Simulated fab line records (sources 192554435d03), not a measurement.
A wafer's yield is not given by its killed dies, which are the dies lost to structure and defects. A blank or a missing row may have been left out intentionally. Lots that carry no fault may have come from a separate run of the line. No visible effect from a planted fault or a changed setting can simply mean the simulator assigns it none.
Split-lot trial + flow n5Finfet + 39 wafers read from 7 lots, route of 1938 steps

SPLIT DETAILS
At N5_MIM_BOT_SPUTTER_00 (material TiN, target thk 35 nm, time 89.7 s), the setting timeS was moved away from the recipe's 89.7 s on 12 of the 39 wafers read, by -57.5% to +40.5%. This setting was run at the recipe's value on the other wafers.

The reading comes from the split's own step.

THE READING
TiN_of_MIM_BOT_SPUTTER_00.thkNm (the simulator's own value, which no gauge read), in nm, at N5_MIM_BOT_SPUTTER_00 (material TiN, target thk 35 nm, time 89.7 s). No usual value for it is given in the file. Across the 27 wafers here that went through the recipe, the average is 35.3 nm and the standard deviation 0.39 nm.

| wafer  | tool, chamber at the split | timeS as run, s | against the recipe | TiN_of_MIM_BOT_SPUTTER_00.thkNm, nm | against lot-mates on the recipe |
|--------|----------------------------|-----------------|--------------------|-------------------------------------|---------------------------------|
| L076.1 | pvdSputter-01, -           | 126             | +40.5%             | 49.6                                | +14.0                           |
| L076.2 | pvdSputter-01, -           | 126             | +40.5%             | 49.8                                | +14.2                           |
| L076.3 | pvdSputter-01, -           | 89.7            | recipe             | 35.6                                | -                               |
| L076.4 | pvdSputter-01, -           | 89.7            | recipe             | 35.6                                | -                               |
| L076.5 | pvdSputter-01, -           | 89.7            | recipe             | 35.6                                | -                               |
| L076.6 | pvdSputter-01, -           | 126             | +40.5%             | 49.4                                | +13.8                           |
| L079.1 | pvdSputter-01, -           | 89.7            | recipe             | 35.8                                | -                               |
| L079.2 | pvdSputter-01, -           | 89.7            | recipe             | 35.4                                | -                               |
| L079.3 | pvdSputter-01, -           | 89.7            | recipe             | 35.4                                | -                               |
| L079.6 | pvdSputter-01, -           | 89.7            | recipe             | 35.4                                | -                               |
| L079.4 | pvdSputter-01, -           | 89.7            | recipe             | 35.2                                | -                               |
| L079.5 | pvdSputter-01, -           | 89.7            | recipe             | 35.6                                | -                               |
| L080.1 | pvdSputter-01, -           | 89.7            | recipe             | 34.6                                | -                               |
| L080.2 | pvdSputter-01, -           | 89.7            | recipe             | 34.6                                | -                               |
| L080.4 | pvdSputter-01, -           | 89.7            | recipe             | 34.6                                | -                               |
| L080.3 | pvdSputter-01, -           | 89.7            | recipe             | 34.8                                | -                               |
| L080.5 | pvdSputter-01, -           | 89.7            | recipe             | 34.8                                | -                               |
| L080.6 | pvdSputter-01, -           | 89.7            | recipe             | 35                                  | -                               |
| L083.1 | pvdSputter-02, -           | 89.7            | recipe             | 35                                  | -                               |
| L083.6 | pvdSputter-02, -           | 89.7            | recipe             | 35                                  | -                               |
| L083.2 | pvdSputter-02, -           | 89.7            | recipe             | 34.8                                | -                               |
| L083.3 | pvdSputter-02, -           | 60.66           | -32.4%             | 24                                  | -10.9                           |
| L083.4 | pvdSputter-02, -           | 60.66           | -32.4%             | 24                                  | -10.9                           |
| L083.5 | pvdSputter-02, -           | 60.66           | -32.4%             | 23.6                                | -11.3                           |
| L085.3 | pvdSputter-01, -           | 89.7            | recipe             | 36                                  | -                               |
| L085.4 | pvdSputter-01, -           | 89.7            | recipe             | 35.6                                | -                               |
| L085.5 | pvdSputter-01, -           | 89.7            | recipe             | 35.6                                | -                               |
| L090.1 | pvdSputter-03, -           | 89.7            | recipe             | 35.8                                | -                               |
| L090.2 | pvdSputter-03, -           | 38.09           | -57.5%             | 15                                  | -20.5                           |
| L090.5 | pvdSputter-03, -           | 38.09           | -57.5%             | 15                                  | -20.5                           |
| L090.3 | pvdSputter-03, -           | 38.09           | -57.5%             | 14.8                                | -20.7                           |
| L090.4 | pvdSputter-03, -           | 89.7            | recipe             | 35.4                                | -                               |
| L090.6 | pvdSputter-03, -           | 89.7            | recipe             | 35.4                                | -                               |
| L091.1 | pvdSputter-03, -           | 89.7            | recipe             | 35.4                                | -                               |
| L091.4 | pvdSputter-03, -           | 89.7            | recipe             | 35.4                                | -                               |
| L091.2 | pvdSputter-03, -           | 49.55           | -44.8%             | 19.4                                | -16.1                           |
| L091.3 | pvdSputter-03, -           | 89.7            | recipe             | 35.6                                | -                               |
| L091.5 | pvdSputter-03, -           | 49.55           | -44.8%             | 20                                  | -15.5                           |
| L091.6 | pvdSputter-03, -           | 49.55           | -44.8%             | 19.6                                | -15.9                           |

FIT RESULTS
A straight line over all 39 wafers: TiN_of_MIM_BOT_SPUTTER_00.thkNm changes by +0.353 nm for each +1% of timeS; r = +1.00; the points scatter about the line by 0.36 nm.
The same after taking each lot's own level away (the mean of its wafers on the recipe; 39 wafers): +0.352 nm for each +1%; r = +1.00; scatter 0.22 nm.
That fit puts the effect of the largest move of timeS on the reading at 20 nm.
Measured against the standard deviation above, the lots' own levels, which go from 34.73 to 35.73 nm, span 2.5 times it.
The two slopes are in agreement: the lot-to-lot level therefore moves the slope only a little.
Check: -20.2 nm against its lot-mates is what the line predicts for one of the wafers moved furthest among these (-57.5%) when that wafer is left out of the fit. It came out at -20.5 nm against them.

FURTHER SPLITS ON THESE WAFERS
Before the reading, these wafers also passed through other splits. Each is held against what the fit with the lots' levels taken away leaves over:
| other split on the same wafers   | wafers away from the commonest value | r with TiN_of_MIM_BOT_SPUTTER_00.thkNm (lot level and that fit taken away) |
|----------------------------------|--------------------------------------|----------------------------------------------------------------------------|
| N5_BEOL_M6_ILD_DEP_00 targetThkA | 15                                   | +0.27                                                                      |
| N5_BEOL_M10_DEP_56 timeS         | 9                                    | +0.03                                                                      |
| N5_BEOL_M12_SPUTTER_44 timeS     | 15                                   | -0.14                                                                      |

FILE'S OWN FIT
TiN_of_MIM_BOT_SPUTTER_00.thkNm changes by +0.352 nm for each +1% of timeS, r = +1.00.
